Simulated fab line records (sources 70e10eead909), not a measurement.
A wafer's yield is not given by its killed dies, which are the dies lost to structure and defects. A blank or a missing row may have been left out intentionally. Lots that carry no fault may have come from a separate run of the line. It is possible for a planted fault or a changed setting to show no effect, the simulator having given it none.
What tool caused it? / flow nand harc / Sampling: 11 lots, 33 wafers, 5 of 1159 route steps

## WHAT THE GAUGES READ, wafer by wafer
NHARC_END_SORT_01. Usual: killed at array 26, standard deviation 9.7; killed at other 1.0, standard deviation 1.2; killed at periphery 3.9, standard deviation 2.6; killed dies 31, standard deviation 9.7; killed open 3.2, standard deviation 1.8; killed short 2.0, standard deviation 1.3.
lot=L834; measured=day 23 16:39; on=prober-02; killed at array=669 674 668; killed at other=1 0 0; killed at periphery=7 3 9; killed dies=677 677 677; killed open=3 1 9; killed short=4 2 3; flag=OFF
lot=L833; measured=day 23 15:46; on=prober-01; killed at array=674 675 670; killed at other=1 1 2; killed at periphery=2 1 5; killed dies=677 677 677; killed open=2 4 2; killed short=0 1 2; flag=OFF

## WHAT TOOL EACH LOT RAN ON (gives the tool, then ch and the chambers of the sampled wafers, and finally the start)
lot=L817; NHARC_A_STAIRCASE_TRIM_231=rie diel-01 ch 1,2,3, day 11 12:21 or earlier; NHARC_A_STAIRCASE_STRIP_238=plasma asher-02 ch 0,1, day 11 12:21; NHARC_A_STAIRCASE_ETCH_292=rie diel-13 ch 0,1,3, day 11 18:22; NHARC_A_STAIRCASE_ETCH_294=rie diel-13 ch 2,3, day 11 19:27
lot=L818; NHARC_A_STAIRCASE_TRIM_231=rie diel-01 ch 0,2,3, day 11 21:53 or earlier; NHARC_A_STAIRCASE_STRIP_238=plasma asher-02 ch 0,1, day 11 21:53; NHARC_A_STAIRCASE_ETCH_292=rie diel-12 ch 0,1,3, day 12 03:32; NHARC_A_STAIRCASE_ETCH_294=rie diel-12 ch 0,2,3, day 12 04:25
lot=L821; NHARC_A_STAIRCASE_TRIM_231=rie diel-12 ch 0,2, day 12 04:14 or earlier; NHARC_A_STAIRCASE_STRIP_238=plasma asher-02 ch 0,1, day 12 04:14; NHARC_A_STAIRCASE_ETCH_292=rie diel-12 ch 0,1,2, day 12 10:21; NHARC_A_STAIRCASE_ETCH_294=rie diel-12 ch 1,2,3, day 12 11:02
lot=L819; NHARC_A_STAIRCASE_TRIM_231=rie diel-12 ch 2,3, day 12 07:04 or earlier; NHARC_A_STAIRCASE_STRIP_238=plasma asher-02 ch 0, day 12 07:04; NHARC_A_STAIRCASE_ETCH_292=rie diel-01 ch 1,2,3, day 12 13:55; NHARC_A_STAIRCASE_ETCH_294=rie diel-01 ch 0,1,2, day 12 14:35
lot=L827; NHARC_A_STAIRCASE_TRIM_231=rie diel-01 ch 1,2, day 13 13:41 or earlier; NHARC_A_STAIRCASE_STRIP_238=plasma asher-01 ch 0,1, day 13 13:41; NHARC_A_STAIRCASE_ETCH_292=rie diel-12 ch 0,3, day 13 19:41; NHARC_A_STAIRCASE_ETCH_294=rie diel-12 ch 2,3, day 13 20:14
lot=L834; NHARC_A_STAIRCASE_TRIM_231=rie diel-01 ch 1,2,3, day 15 10:42 or earlier; NHARC_A_STAIRCASE_STRIP_238=plasma asher-02 ch 0,1, day 15 10:42; NHARC_A_STAIRCASE_ETCH_292=rie diel-01 ch 0,2,3, day 15 16:05; NHARC_A_STAIRCASE_ETCH_294=rie diel-01 ch 0,1, day 15 16:40
lot=L833; NHARC_A_STAIRCASE_TRIM_231=rie diel-13 ch 1,2,3, day 15 11:44 or earlier; NHARC_A_STAIRCASE_STRIP_238=plasma asher-01 ch 0,1, day 15 11:44; NHARC_A_STAIRCASE_ETCH_292=rie diel-12 ch 1,2, day 15 17:07; NHARC_A_STAIRCASE_ETCH_294=rie diel-12 ch 0,2,3, day 15 17:47
lot=L835; NHARC_A_STAIRCASE_TRIM_231=rie diel-12 ch 0,3, day 15 14:26 or earlier; NHARC_A_STAIRCASE_STRIP_238=plasma asher-02 ch 0,1, day 15 14:26; NHARC_A_STAIRCASE_ETCH_292=rie diel-12 ch 0,1, day 15 21:31; NHARC_A_STAIRCASE_ETCH_294=rie diel-12 ch 0,2, day 15 22:11
lot=L837; NHARC_A_STAIRCASE_TRIM_231=rie diel-13 ch 0,1,2, day 15 21:50 or earlier; NHARC_A_STAIRCASE_STRIP_238=plasma asher-01 ch 0,1, day 15 21:50; NHARC_A_STAIRCASE_ETCH_292=rie diel-12 ch 1,2,3, day 16 06:50; NHARC_A_STAIRCASE_ETCH_294=rie diel-12 ch 2,3, day 16 07:32
lot=L836; NHARC_A_STAIRCASE_TRIM_231=rie diel-01 ch 0,1,3, day 16 06:17 or earlier; NHARC_A_STAIRCASE_STRIP_238=plasma asher-01 ch 0,1, day 16 06:17; NHARC_A_STAIRCASE_ETCH_292=rie diel-01 ch 0,2,3, day 16 13:29; NHARC_A_STAIRCASE_ETCH_294=rie diel-01 ch 2,3, day 16 14:31
lot=L839; NHARC_A_STAIRCASE_TRIM_231=rie diel-12 ch 0,1,3, day 17 09:07 or earlier; NHARC_A_STAIRCASE_STRIP_238=plasma asher-01 ch 0,1, day 17 09:07; NHARC_A_STAIRCASE_ETCH_292=rie diel-13 ch 0,1,2, day 17 15:03; NHARC_A_STAIRCASE_ETCH_294=rie diel-13 ch 0,2,3, day 17 15:53
- NHARC_A_STAIRCASE_TRIM_231: chemistry O2, time 211.2 s.
- NHARC_A_STAIRCASE_STRIP_238: strips in O2.
- NHARC_A_STAIRCASE_ETCH_292: etches the open film in CF4/CHF3.
- NHARC_A_STAIRCASE_ETCH_294: etches the open film in C4F8/O2/Ar, target depth 4992 nm, time 1212.4 s.

## AS READ BY THE TOOLS THEMSELVES (means over the sampled wafers that have a number; for cases with no such wafer, the mark the record gives instead)
NHARC_A_STAIRCASE_TRIM_231. Usual: drypump motor current A 5.8 A, standard deviation 0.38; oes product au 1.001 a.u., standard deviation 0.015; rf vpp V 57.8 V, standard deviation 0.95; showerhead plenum p Torr 3.51 Torr, standard deviation 0.2; throttle valve pct 17.037 %, standard deviation 0.0092.
lot=L817; tool=rie diel-01; drypump motor current A (A)=5.9; oes product au (a.u.)=0.983; rf vpp V (V)=57.8; showerhead plenum p Torr (Torr)=3.38; throttle valve pct (%)=17.041; flag=
lot=L818; tool=rie diel-01; drypump motor current A (A)=5.7; oes product au (a.u.)=0.990; rf vpp V (V)=58.0; showerhead plenum p Torr (Torr)=3.31; throttle valve pct (%)=17.035; flag=
lot=L821; tool=rie diel-12; drypump motor current A (A)=5.9; oes product au (a.u.)=1.000; rf vpp V (V)=57.1; showerhead plenum p Torr (Torr)=3.48; throttle valve pct (%)=17.040; flag=
lot=L819; tool=rie diel-12; drypump motor current A (A)=6.1; oes product au (a.u.)=1.010; rf vpp V (V)=57.3; showerhead plenum p Torr (Torr)=3.32; throttle valve pct (%)=17.036; flag=
lot=L827; tool=rie diel-01; drypump motor current A (A)=5.8; oes product au (a.u.)=0.971; rf vpp V (V)=57.5; showerhead plenum p Torr (Torr)=3.57; throttle valve pct (%)=17.039; flag=
lot=L834; tool=rie diel-01; drypump motor current A (A)=5.9; oes product au (a.u.)=0.994; rf vpp V (V)=58.1; showerhead plenum p Torr (Torr)=3.54; throttle valve pct (%)=17.036; flag=
lot=L833; tool=rie diel-13; drypump motor current A (A)=6.0; oes product au (a.u.)=1.014; rf vpp V (V)=57.6; showerhead plenum p Torr (Torr)=3.54; throttle valve pct (%)=17.032; flag=
lot=L835; tool=rie diel-12; drypump motor current A (A)=5.7; oes product au (a.u.)=1.003; rf vpp V (V)=58.4; showerhead plenum p Torr (Torr)=3.47; throttle valve pct (%)=17.038; flag=
lot=L837; tool=rie diel-13; drypump motor current A (A)=5.7; oes product au (a.u.)=1.018; rf vpp V (V)=57.8; showerhead plenum p Torr (Torr)=3.56; throttle valve pct (%)=17.041; flag=
lot=L836; tool=rie diel-01; drypump motor current A (A)=5.8; oes product au (a.u.)=0.986; rf vpp V (V)=57.6; showerhead plenum p Torr (Torr)=3.54; throttle valve pct (%)=17.039; flag=
lot=L839; tool=rie diel-12; drypump motor current A (A)=5.7; oes product au (a.u.)=1.012; rf vpp V (V)=57.5; showerhead plenum p Torr (Torr)=3.49; throttle valve pct (%)=17.036; flag=

NHARC_A_STAIRCASE_STRIP_238. Usual: drypump motor current A 5.6 A, standard deviation 0.34; heater power w 352 W, standard deviation 32.
lot=L817; tool=plasma asher-02; drypump motor current A (A)=5.9; heater power w (W)=332; flag=
lot=L818; tool=plasma asher-02; drypump motor current A (A)=5.9; heater power w (W)=330; flag=
lot=L821; tool=plasma asher-02; drypump motor current A (A)=5.8; heater power w (W)=342; flag=
lot=L819; tool=plasma asher-02; drypump motor current A (A)=5.8; heater power w (W)=356; flag=
lot=L827; tool=plasma asher-01; drypump motor current A (A)=5.1; heater power w (W)=381; flag=
lot=L834; tool=plasma asher-02; drypump motor current A (A)=5.9; heater power w (W)=330; flag=
lot=L833; tool=plasma asher-01; drypump motor current A (A)=5.1; heater power w (W)=380; flag=
lot=L835; tool=plasma asher-02; drypump motor current A (A)=5.9; heater power w (W)=329; flag=
lot=L837; tool=plasma asher-01; drypump motor current A (A)=5.3; heater power w (W)=360; flag=
lot=L836; tool=plasma asher-01; drypump motor current A (A)=5.1; heater power w (W)=382; flag=
lot=L839; tool=plasma asher-01; drypump motor current A (A)=5.3; heater power w (W)=359; flag=

NHARC_A_STAIRCASE_ETCH_292. Usual: bias w 199.9 W, standard deviation 0.62; cf4 flow sccm 100.0 sccm, standard deviation 0.32; drypump motor current A 5.8 A, standard deviation 0.42; oes product au 0.956 a.u., standard deviation 0.024; rf fwd power W 497.0 W, standard deviation 1.6; rf vpp V 370 V, standard deviation 3; showerhead plenum p Torr 1.57 Torr, standard deviation 0.093; throttle valve pct 16.803 %, standard deviation 0.0089.
lot=L817; tool=rie diel-13; bias w (W)=199.8; cf4 flow sccm (sccm)=100.3; drypump motor current A (A)=5.7; oes product au (a.u.)=0.933; rf fwd power W (W)=496.3; rf vpp V (V)=373; showerhead plenum p Torr (Torr)=1.66; throttle valve pct (%)=16.804; flag=
lot=L818; tool=rie diel-12; bias w (W)=199.8; cf4 flow sccm (sccm)=99.9; drypump motor current A (A)=5.7; oes product au (a.u.)=0.930; rf fwd power W (W)=497.4; rf vpp V (V)=370; showerhead plenum p Torr (Torr)=1.57; throttle valve pct (%)=16.801; flag=
lot=L821; tool=rie diel-12; bias w (W)=199.6; cf4 flow sccm (sccm)=99.9; drypump motor current A (A)=5.8; oes product au (a.u.)=0.964; rf fwd power W (W)=497.7; rf vpp V (V)=370; showerhead plenum p Torr (Torr)=1.56; throttle valve pct (%)=16.799; flag=
lot=L819; tool=rie diel-01; bias w (W)=200.3; cf4 flow sccm (sccm)=100.0; drypump motor current A (A)=5.9; oes product au (a.u.)=0.953; rf fwd power W (W)=496.2; rf vpp V (V)=367; showerhead plenum p Torr (Torr)=1.50; throttle valve pct (%)=16.803; flag=
lot=L827; tool=rie diel-12; bias w (W)=199.7; cf4 flow sccm (sccm)=99.9; drypump motor current A (A)=5.4; oes product au (a.u.)=0.956; rf fwd power W (W)=499.0; rf vpp V (V)=371; showerhead plenum p Torr (Torr)=1.62; throttle valve pct (%)=16.802; flag=
lot=L834; tool=rie diel-01; bias w (W)=199.9; cf4 flow sccm (sccm)=100.1; drypump motor current A (A)=5.7; oes product au (a.u.)=0.920; rf fwd power W (W)=497.2; rf vpp V (V)=372; showerhead plenum p Torr (Torr)=1.64; throttle valve pct (%)=16.805; flag=
lot=L833; tool=rie diel-12; bias w (W)=199.7; cf4 flow sccm (sccm)=99.8; drypump motor current A (A)=6.1; oes product au (a.u.)=0.969; rf fwd power W (W)=496.1; rf vpp V (V)=369; showerhead plenum p Torr (Torr)=1.49; throttle valve pct (%)=16.800; flag=
lot=L835; tool=rie diel-12; bias w (W)=199.3; cf4 flow sccm (sccm)=99.8; drypump motor current A (A)=5.4; oes product au (a.u.)=0.974; rf fwd power W (W)=497.7; rf vpp V (V)=372; showerhead plenum p Torr (Torr)=1.63; throttle valve pct (%)=16.808; flag=
lot=L837; tool=rie diel-12; bias w (W)=200.5; cf4 flow sccm (sccm)=100.2; drypump motor current A (A)=6.1; oes product au (a.u.)=0.934; rf fwd power W (W)=498.3; rf vpp V (V)=366; showerhead plenum p Torr (Torr)=1.49; throttle valve pct (%)=16.800; flag=
lot=L836; tool=rie diel-01; bias w (W)=200.1; cf4 flow sccm (sccm)=100.3; drypump motor current A (A)=5.7; oes product au (a.u.)=0.958; rf fwd power W (W)=496.5; rf vpp V (V)=371; showerhead plenum p Torr (Torr)=1.63; throttle valve pct (%)=16.808; flag=
lot=L839; tool=rie diel-13; bias w (W)=199.6; cf4 flow sccm (sccm)=100.2; drypump motor current A (A)=5.8; oes product au (a.u.)=0.965; rf fwd power W (W)=498.1; rf vpp V (V)=371; showerhead plenum p Torr (Torr)=1.59; throttle valve pct (%)=16.814; flag=

NHARC_A_STAIRCASE_ETCH_294. Usual: bias w 3000 W, standard deviation 8.5; chamber pressure mTorr 25.002 mTorr, standard deviation 0.022; oes product au 0.937 a.u., standard deviation 0.014; rf fwd power W 599.2 W, standard deviation 2; rf vpp V 1826 V, standard deviation 15.
lot=L817; tool=rie diel-13; bias w (W)=2996; chamber pressure mTorr (mTorr)=25.015; oes product au (a.u.)=0.937; rf fwd power W (W)=598.1; rf vpp V (V)=1829; flag=
lot=L818; tool=rie diel-12; bias w (W)=3002; chamber pressure mTorr (mTorr)=24.994; oes product au (a.u.)=0.933; rf fwd power W (W)=599.9; rf vpp V (V)=1822; flag=
lot=L821; tool=rie diel-12; bias w (W)=2995; chamber pressure mTorr (mTorr)=24.982; oes product au (a.u.)=0.954; rf fwd power W (W)=598.6; rf vpp V (V)=1813; flag=
lot=L819; tool=rie diel-01; bias w (W)=3006; chamber pressure mTorr (mTorr)=24.994; oes product au (a.u.)=0.919; rf fwd power W (W)=598.5; rf vpp V (V)=1813; flag=
lot=L827; tool=rie diel-12; bias w (W)=2991; chamber pressure mTorr (mTorr)=25.006; oes product au (a.u.)=0.938; rf fwd power W (W)=600.8; rf vpp V (V)=1811; flag=
lot=L834; tool=rie diel-01; bias w (W)=-; chamber pressure mTorr (mTorr)=-; oes product au (a.u.)=-; rf fwd power W (W)=-; rf vpp V (V)=-; flag=OFF
lot=L833; tool=rie diel-12; bias w (W)=-; chamber pressure mTorr (mTorr)=-; oes product au (a.u.)=-; rf fwd power W (W)=-; rf vpp V (V)=-; flag=OFF
lot=L835; tool=rie diel-12; bias w (W)=3000; chamber pressure mTorr (mTorr)=24.996; oes product au (a.u.)=0.939; rf fwd power W (W)=598.4; rf vpp V (V)=1822; flag=
lot=L837; tool=rie diel-12; bias w (W)=3006; chamber pressure mTorr (mTorr)=24.985; oes product au (a.u.)=0.944; rf fwd power W (W)=600.3; rf vpp V (V)=1809; flag=
lot=L836; tool=rie diel-01; bias w (W)=3001; chamber pressure mTorr (mTorr)=24.987; oes product au (a.u.)=0.921; rf fwd power W (W)=598.2; rf vpp V (V)=1825; flag=
lot=L839; tool=rie diel-13; bias w (W)=3001; chamber pressure mTorr (mTorr)=25.002; oes product au (a.u.)=0.949; rf fwd power W (W)=598.3; rf vpp V (V)=1828; flag=

## THE ANSWER, worked out from the rows above alone
Rule: take the mean of a lot's wafers that have a number; if it is more than 3 standard deviations from the usual mean, the lot is off. A lot without any number at a reading at which 4 lots or more have one is off too. Where the step has rows for the other lots, those lots are counted as sound. After the gauges, taken in route order, come the tools' own readings; for these a lot's mean is taken, as printed above. The first step at which some lot is off is used, and at that step the reading that is off furthest; a lot without a number counts as furthest.
Off at NHARC_END_SORT_01 (killed at array): L834, L833. Neither off nor sound, because the step has no rows for them: L817, L818, L821, L819, L827, L835, L837, L836, L839.
If a tool, at a process step before that reading, ran all the lots that are off and no sound lot after the first of them, it fits. The gauges at NHARC_END_SORT_01 aren't tried: what is off there is off at NHARC_A_STAIRCASE_ETCH_294 too, on other tools, and a gauge's error can't cause that. Because NHARC_A_STAIRCASE_TRIM_231 lacks a start for some lots, the hours and order of its lots are taken from NHARC_A_STAIRCASE_STRIP_238. None of those tried fits.

## WHAT THE SIMULATOR HAD INSERTED
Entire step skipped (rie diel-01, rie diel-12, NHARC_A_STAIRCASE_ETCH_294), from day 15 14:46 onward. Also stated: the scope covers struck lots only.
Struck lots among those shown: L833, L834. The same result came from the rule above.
